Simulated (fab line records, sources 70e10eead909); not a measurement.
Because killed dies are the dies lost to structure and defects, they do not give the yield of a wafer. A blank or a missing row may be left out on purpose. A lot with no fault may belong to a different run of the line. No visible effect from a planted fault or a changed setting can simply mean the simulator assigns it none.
fab line records	flow nand-harc
[record] lots = 12	wafers = 36	last-day = 32
route steps=1302 shown A_CHANNEL_FILL_D2@615 A_STAIRCASE@653
lots that met no fault: from a run of the same line without faults
start-h: start of the lot's first displayed wafer, in hours after the record's first day	wait-h: time in hours since the lot's previous step	" identical to the entry in the row above	L1.1+2: several wafers, shown together as one row	- no value, or no start was given	* or withheld: withheld	< > ~ a bound
route shown NAME@n: names a module that has steps shown in the file, with the first one's number in the route	usual: the fault-free wafers' mean and standard deviation	same: alike in all rows	chamber/n: place in a boat	sites: the reading at each site	_std_site: their standard deviation	_edge_site: mean of outer sites minus mean of inner sites	radius-mm: for every site, how far away it sits from the centre of the wafer	mask NAME#n: copy n	behind: tool/chamber where the wafer was last shaped	hold: why the lot went on hold/how many hours it stayed there/how the hold came to an end	device: names the non-switching transistor (n, p or np)	end of line: the same wafers' tests at the end of the route	where a step has no rows: the recipe by itself	killed: not the wafer's yield, but the dies lost to structure and defects at the first sort	map: the dies of a wafer, with x for killed, . for not killed, _ for no die there
set.NAME: the run value of the setting; set.NAME@STEP: its run value at that earlier step	model.NAME: the simulator's own value behind a step, which no gauge read
a sample of lots followed through the steps of the route, with each step as a table and each wafer as a row
services: a tool's chamber out of use, with start hour (start-h, from the record's first day; less than 0 if before it), hours out, and reason
[[steps]]
[step NHARC_A_CHANNEL_FILL_D2_ALD_15]
[recipe] target-thk-a = 20	pulse-time-s = 60	ald-cycles = 19	temp-c = 630	pressure-torr = 2	material = SiNx
[usual] precursor-pulse-height-rel = 1.001/0.019
lot.wafer	tool	chamber	start-h	wait-h	precursor-pulse-height-rel
L382.1	ald-sin-batch-01	0	316.74	2.6	1.014
L382.4	"	0	"	"	1.004
L382.6	"	0	"	"	0.989
L384.3	ald-sin-batch-03	0	-	-	0.973
L384.5	"	0	"	"	1.023
L384.6	"	0	"	"	1.007
L385.2	ald-sin-batch-02	0	-	-	0.994
L385.3	"	0	"	"	0.988
L385.5	"	0	"	"	1.012
L386.4	ald-sin-batch-02	0	-	-	1.026
L386.5	"	0	"	"	0.998
L386.6	"	0	"	"	0.990
L395.1	ald-sin-batch-03	0	-	-	1.015
L395.2	"	0	"	"	1.018
L395.4	"	0	"	"	1.004
L396.3	ald-sin-batch-03	0	-	-	1.019
L396.4	"	0	"	"	0.992
L396.6	"	0	"	"	0.959
L397.2	ald-sin-batch-02	0	-	-	0.992
L397.3	"	0	"	"	0.991
L397.6	"	0	"	"	1.021
L398.1	ald-sin-batch-01	0	-	-	1.004
L398.2	"	0	"	"	1.005
L398.3	"	0	"	"	0.984
L399.1	ald-sin-batch-02	0	-	-	0.995
L399.2	"	0	"	"	0.988
L399.3	"	0	"	"	0.997
L401.1	ald-sin-batch-03	0	-	-	0.989
L401.2	"	0	"	"	1.020
L401.5	"	0	"	"	0.979
L403.1	ald-sin-batch-03	0	-	-	1.009
L403.2	"	0	"	"	1.014
L403.3	"	0	"	"	1.036
L404.1	ald-sin-batch-02	0	-	-	1.012
L404.3	"	0	"	"	1.014
L404.4	"	0	"	"	1.004
[step NHARC_A_CHANNEL_FILL_D2_ETCHBACK_20]
[recipe] target-depth-a = 270	time-s = 13.5	c4f8-flow-sccm = withheld	o2-flow-sccm = 8	ar-flow-sccm = withheld	rf-w = 600	bias-w = 1500	chemistry = C4F8/O2/Ar
[usual] oes-product-au = 0.989/0.024	rf-vpp-V = 978/5
lot.wafer	tool	chamber	start-h	wait-h	oes-product-au	rf-hours-counter-h	rf-vpp-V
L382.1	rie-diel-06	1	328.43	-	1.012	0	972
L382.4	"	2	"	"	0.989	1	972
L382.6	"	1	"	"	1.008	-	972
L384.3	rie-diel-06	3	349.39	-	1.001	1	979
L384.6	"	0	"	"	0.990	-	982
L384.5	"	1	"	"	1.001	-	970
L385.2	rie-diel-10	3	368.22	-	0.983	4	982
L385.3	"	0	"	"	0.985	4	974
L385.5	"	3	"	"	0.994	-	982
L386.4	rie-diel-06	2	368.23	-	0.926	1	972
L386.5	"	2	"	"	0.936	-	973
L386.6	"	3	"	"	0.954	-	978
L395.4	rie-diel-06	1	452.09	-	1.019	5	970
L395.1	"	2	"	"	0.992	4	972
L395.2	"	3	"	"	0.998	4	979
L396.4	rie-diel-10	2	467.68	-	1.010	1	985
L396.3	"	3	"	"	0.988	1	983
L396.6	"	3	"	"	0.990	-	982
L397.2	rie-diel-10	1	471.29	-	0.994	1	976
L397.3	"	0	"	"	1.011	1	975
L397.6	"	2	"	"	1.011	-	985
L398.2	rie-diel-07	2	481.42	-	1.002	0	978
L398.3	"	0	"	"	1.009	0	979
L398.1	"	1	"	"	1.004	0	986
L399.3	rie-diel-06	2	495.93	-	0.978	0	972
L399.1	"	0	"	"	1.005	0	982
L399.2	"	1	"	"	1.005	0	970
L401.1	rie-diel-07	1	515.72	-	1.015	5	987
L401.2	"	2	"	"	0.934	3	976
L401.5	"	2	"	"	0.934	-	978
L403.1	rie-diel-07	2	535.94	-	1.001	9	977
L403.3	"	3	"	"	1.009	10	983
L403.2	"	1	"	"	1.001	11	986
L404.1	rie-diel-10	2	542.48	-	1.012	3	984
L404.4	"	0	"	"	1.011	3	974
L404.3	"	1	"	"	0.987	3	977
[step NHARC_A_CHANNEL_FILL_D2_STRIP_28]
[recipe] time-s = 20	o2-flow-sccm = 500	ar-flow-sccm = 0	bias-w = 0	chemistry = O2
[usual] chamber-pressure-mTorr = 60.00/0.055	drypump-motor-current-A = 5.5/0.45	mfc-ar-sccm = 0.006/0.0052	oes-product-au = 0.999/0.012	rf-vpp-V = 57.7/0.87	showerhead-plenum-p-Torr = 3.53/0.11	throttle-valve-pct = 17.038/0.0093
[same] bias-w = 0
lot.wafer	tool	chamber	start-h	wait-h	chamber-pressure-mTorr	drypump-motor-current-A	mfc-ar-sccm	oes-product-au	rf-hours-counter-h	rf-vpp-V	showerhead-plenum-p-Torr	throttle-valve-pct
L382.4	rie-diel-06	1	328.53	0.1	60.05	4.7	0.012	1.009	0	56.3	3.35	17.049
L382.1	"	2	"	"	60.01	5.7	0	0.982	1	58.6	3.37	17.031
L382.6	"	0	"	"	59.90	5.4	0.015	1.003	-	58.3	3.62	17.038
L384.3	rie-diel-06	2	349.46	0.1	60.05	5.7	0	0.976	1	56.7	3.37	17.043
L384.5	"	3	"	"	59.95	6.1	0.006	0.999	-	55.9	3.54	17.048
L384.6	"	0	"	"	59.96	5.3	0.015	1.003	-	57.3	3.62	17.041
L385.2	rie-diel-10	2	368.30	0.1	60.06	5.3	0.007	0.998	4	58.4	3.70	17.044
L385.3	"	1	"	"	59.94	5.7	0	0.984	4	56.6	3.49	17.037
L385.5	"	3	"	"	60.05	4.8	0.010	0.987	-	57.1	3.61	17.043
L386.4	rie-diel-06	1	368.33	0.1	60.04	4.8	0.012	1.025	2	57.6	3.35	17.051
L386.6	"	2	"	"	59.96	5.7	0	0.996	-	55.7	3.37	17.042
L386.5	"	3	"	"	60.04	6.1	0.006	0.999	-	56.9	3.54	17.044
L395.1	rie-diel-06	2	452.18	0.1	60.05	5.7	0	0.991	4	58.9	3.37	17.029
L395.4	"	0	"	"	60.02	5.4	0.015	1.005	5	58.8	3.62	17.026
L395.2	"	1	"	"	60.10	4.8	0.012	1.030	5	56.6	3.35	17.012
L396.3	rie-diel-10	3	467.78	0.1	60.09	4.9	0.010	0.997	1	58.3	3.61	17.030
L396.4	"	1	"	"	60.04	5.7	0	0.990	1	56.5	3.49	17.026
L396.6	"	3	"	"	60.00	4.9	0.010	0.989	-	59.1	3.61	17.042
L397.2	rie-diel-10	1	471.38	0.1	59.97	5.7	0	0.989	1	57.7	3.49	17.046
L397.3	"	3	"	"	60.01	4.8	0.010	0.987	1	57.6	3.61	17.044
L397.6	"	1	"	"	60.08	5.7	0	0.990	-	58.0	3.49	17.028
L398.1	rie-diel-07	0	481.51	0.1	60.04	4.7	0.005	1.001	0	57.7	3.53	17.051
L398.3	"	1	"	"	59.99	5.7	0	0.985	0	58.0	3.74	17.038
L398.2	"	2	"	"	59.93	5.6	0.009	1.005	0	57.8	3.51	17.048
L399.2	rie-diel-06	3	496.02	0.1	60.07	6.1	0.006	1.000	0	58.4	3.54	17.051
L399.1	"	1	"	"	60.11	4.7	0.012	0.994	0	56.7	3.35	17.045
L399.3	"	2	"	"	60.01	5.8	0	0.983	0	57.3	3.37	17.050
L401.2	rie-diel-07	3	515.81	0.1	60.10	6.0	0	1.006	4	57.1	3.63	17.038
L401.1	"	0	"	"	60.00	4.7	0.005	1.007	4	58.8	3.53	17.044
L401.5	"	3	"	"	60.03	6.0	0	1.013	-	57.0	3.63	17.047
L403.2	rie-diel-07	3	536.05	0.1	60.07	6.0	0	1.005	10	58.4	3.63	17.034
L403.3	"	1	"	"	59.83	5.7	0	1.000	11	59.1	3.74	17.028
L403.1	"	2	"	"	59.95	5.5	0.009	1.001	9	57.7	3.51	17.053
L404.3	rie-diel-10	1	542.58	0.1	60.02	5.7	0	0.995	3	57.4	3.48	17.054
L404.1	"	2	"	"	60.03	5.3	0.007	1.015	3	56.1	3.69	17.038
L404.4	"	3	"	"	60.01	4.8	0.010	0.989	3	57.4	3.61	17.038
[step NHARC_A_STAIRCASE_STRIP_171]
[recipe] power-w = 1500	temp-c = 250	chemistry = O2
[usual] drypump-motor-current-A = 6.03/0.13	heater-power-w = 329/34
lot.wafer	tool	chamber	start-h	wait-h	drypump-motor-current-A	heater-power-w	rf-hours-counter-h
L382.1	plasma-asher-02	0	353.42	-	5.79	270	17
L382.4	"	1	"	"	6.11	356	-
L382.6	"	1	"	"	6.09	350	-
L384.3	plasma-asher-01	1	375.01	-	6.11	344	-
L384.5	"	1	"	"	6.12	347	-
L384.6	"	0	"	"	6.08	338	-
L385.2	plasma-asher-02	1	395.61	-	-	-	-
L385.3	"	0	"	"	-	-	-
L385.5	"	0	"	"	-	-	-
L386.4	plasma-asher-01	1	395.63	-	-	-	-
L386.5	"	0	"	"	-	-	-
L386.6	"	1	"	"	-	-	-
L395.2	plasma-asher-01	1	478.00	-	6.14	336	25
L395.1	"	0	"	"	6.07	337	25
L395.4	"	1	"	"	6.10	353	-
L396.3	plasma-asher-01	0	493.62	-	6.06	337	-
L396.4	"	1	"	"	6.13	346	-
L396.6	"	1	"	"	6.11	349	-
L397.2	plasma-asher-02	1	493.70	-	6.13	353	11
L397.3	"	1	"	"	6.13	369	-
L397.6	"	1	"	"	6.12	350	-
L398.2	plasma-asher-01	0	506.91	-	6.05	343	30
L398.1	"	1	"	"	6.11	357	30
L398.3	"	1	"	"	6.13	346	-
L399.1	plasma-asher-02	0	522.93	-	5.82	272	15
L399.2	"	1	"	"	6.13	356	15
L399.3	"	0	"	"	5.80	273	-
L401.2	plasma-asher-01	0	541.15	-	6.08	346	3
L401.1	"	1	"	"	6.10	337	3
L401.5	"	1	"	"	6.11	346	-
L403.1	plasma-asher-02	0	561.08	-	5.81	275	22
L403.2	"	1	"	"	6.09	355	22
L403.3	"	0	"	"	5.80	271	-
L404.1	plasma-asher-01	1	570.05	-	6.10	344	7
L404.4	"	0	"	"	6.06	363	-
L404.3	"	1	"	"	6.12	349	-
[[services]]
tool	chamber	start-h	hours	kind
rie-diel-07	-	295.20	9.0	pm
rie-diel-10	3	298.43	4.2	repair
rie-diel-06	-	307.20	9.0	pm
rie-diel-06	0	307.20	9.0	vent-cycle
plasma-asher-02	-	317.74	1.0	repair
plasma-asher-01	-	342.00	9.0	pm
rie-diel-07	1	348.03	10.8	repair
plasma-asher-02	-	366.67	0.7	repair
rie-diel-10	-	419.50	9.0	pm
rie-diel-07	-	426.36	0.1	repair
plasma-asher-01	-	432.26	1.8	repair
plasma-asher-02	-	447.84	9.0	pm
rie-diel-07	-	472.20	9.0	pm
rie-diel-06	-	484.20	9.0	pm
ald-sin-batch-01	-	506.00	26.0	pm
rie-diel-07	2	507.03	8.5	repair
plasma-asher-02	-	513.49	2.5	repair
plasma-asher-01	-	519.00	9.0	pm
rie-diel-07	0	527.07	10.1	repair
rie-diel-06	1	528.07	10.5	repair
rie-diel-07	2	538.85	13.1	repair
rie-diel-10	-	546.71	0.5	repair
rie-diel-10	1	548.95	2.2	repair
rie-diel-07	3	553.47	4.7	repair
[[key]]
[first-sign] step = NHARC_A_STAIRCASE_STRIP_171	reading = tool-record	direction = missing
effect none on later readings
met-at NHARC_A_STAIRCASE_STRIP_171
struck-lots L385,L386
tester-left-out L385,L386
not-acting-at NHARC_A_CHANNEL_FILL_D2_ALD_15,NHARC_A_CHANNEL_FILL_D2_ETCHBACK_20,NHARC_A_CHANNEL_FILL_D2_STRIP_28
onset-between 375.01 395.61
[fault] kind = skipped-step-whole	tool = plasma-asher-01,plasma-asher-02	chamber = -	onset-h = 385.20	steps = NHARC_A_STAIRCASE_STRIP_171	scope = struck-lots-only
// tester-left-out: of these lots the tester's yield and bins aren't shown, on N5 and GAA mostly nor the transistor test; their killed dies are dies lost to structure and defects alone, not to doping, threshold or leakage, so they don't give the yield
